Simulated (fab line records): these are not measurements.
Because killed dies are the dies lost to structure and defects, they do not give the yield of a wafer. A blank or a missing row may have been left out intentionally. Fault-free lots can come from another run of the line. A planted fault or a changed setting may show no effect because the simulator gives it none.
2 desks looking at one fault || flow n5-finfet || every desk sees just its own numbers, and what lay behind them comes last

THE DEFECT DESK
Per lot, the means of the sampled wafers with a number show what the inspections along the route counted. Any lot whose mean is over 4 standard deviations away from the usual mean is out of limits and marked OUT; that distance is given in the brackets.
Columns: A = raw-defect-count at N5_BEOL_M3_INSPECT_59, usual 73; B = raw-defect-count at N5_BEOL_M4_INSPECT_13, usual 445
{"lot": "L383", "first seen here": "day 8 05:02", "A": 65, "B": 374}
{"lot": "L392", "first seen here": "day 10 15:41", "A": 98, "B": 487}
{"lot": "L400", "first seen here": "day 12 15:02", "A": 65, "B": 474}
{"lot": "L399", "first seen here": "day 12 16:07", "A": 63, "B": 321}
{"lot": "L404", "first seen here": "day 13 09:28", "A": 80, "B": 362}
{"lot": "L405", "first seen here": "day 13 14:54", "A": 71, "B": 461}
This desk's finding: nothing out of limits on any of the 6 lots.

METROLOGY DESK
What the gauges read, lot by lot, whatever tool the lot ran on: means of the sampled wafers that have a number. Any lot whose mean is over 4 standard deviations away from the usual mean is out of limits and marked OUT; that distance is given in the brackets. Shown are 7 of the 14 readings it has, namely the first that went out of limits plus those furthest out on some lot.
Columns: A = M3_RS at N5_BEOL_M3_RS_MEAS_58, usual 0.68 ohm/sq; B = M4_OVL at N5_BEOL_M4_OVL_MEAS_12, usual -0.1 nm; C = DIBL_N at N5_BEOL_M4_RC_MEAS_101, usual 36.0 mV/V; D = DIBL_P at N5_BEOL_M4_RC_MEAS_101, usual 36.2 mV/V; E = IOFF_P at N5_BEOL_M4_RC_MEAS_101, usual 0.21 nA/um; F = ION_P at N5_BEOL_M4_RC_MEAS_101, usual 461 uA/um; G = VT_P at N5_BEOL_M4_RC_MEAS_101, usual -251 mV
{"lot": "L383", "first seen here": "day 8 05:01", "A": 0.64, "B": -0.3, "C": 36.0, "D": 36.8, "E": 0.20, "F": 461, "G": -252}
{"lot": "L392", "first seen here": "day 10 15:40", "A": 0.64, "B": 0.8, "C": 39.4, "D": 41.3, "E": 0.25, "F": 463, "G": -248}
{"lot": "L400", "first seen here": "day 12 15:01", "A": 0.69, "B": "5.3 (+7.6) OUT", "C": 34.7, "D": 33.7, "E": 0.17, "F": 456, "G": -253}
{"lot": "L399", "first seen here": "day 12 16:05", "A": 0.68, "B": "3.3 (+4.8) OUT", "C": 35.2, "D": 35.1, "E": 0.18, "F": 454, "G": -253}
{"lot": "L404", "first seen here": "day 13 09:27", "A": 0.73, "B": -0.1, "C": 37.6, "D": 35.4, "E": 0.24, "F": 472, "G": -246}
{"lot": "L405", "first seen here": "day 13 14:52", "A": 0.68, "B": -0.1, "C": 31.9, "D": 32.2, "E": 0.14, "F": 454, "G": -256}
This desk's finding: out of limits on L399, L400; first on L400, day 12 17:12 (M4_OVL at N5_BEOL_M4_OVL_MEAS_12). Within limits: L383, L392, L404, L405.

BROUGHT TOGETHER
Metrology desk: alarm possible at day 12 17:12 on L399, L400.
No out-of-limits result turned up at the defect desk.
The defect desk has L399, L400 on record, within its limits.
Every lot named ran N5_BEOL_M4_EXPOSE_08 on euv-scanner-02.

WHAT HAD BEEN PUT IN BY THE SIMULATOR
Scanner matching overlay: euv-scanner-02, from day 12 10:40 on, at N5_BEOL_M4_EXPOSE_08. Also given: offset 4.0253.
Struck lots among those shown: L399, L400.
Per desk, hours elapsed from the start of the fault to the first reading out of limits: for the metrology desk, 7.
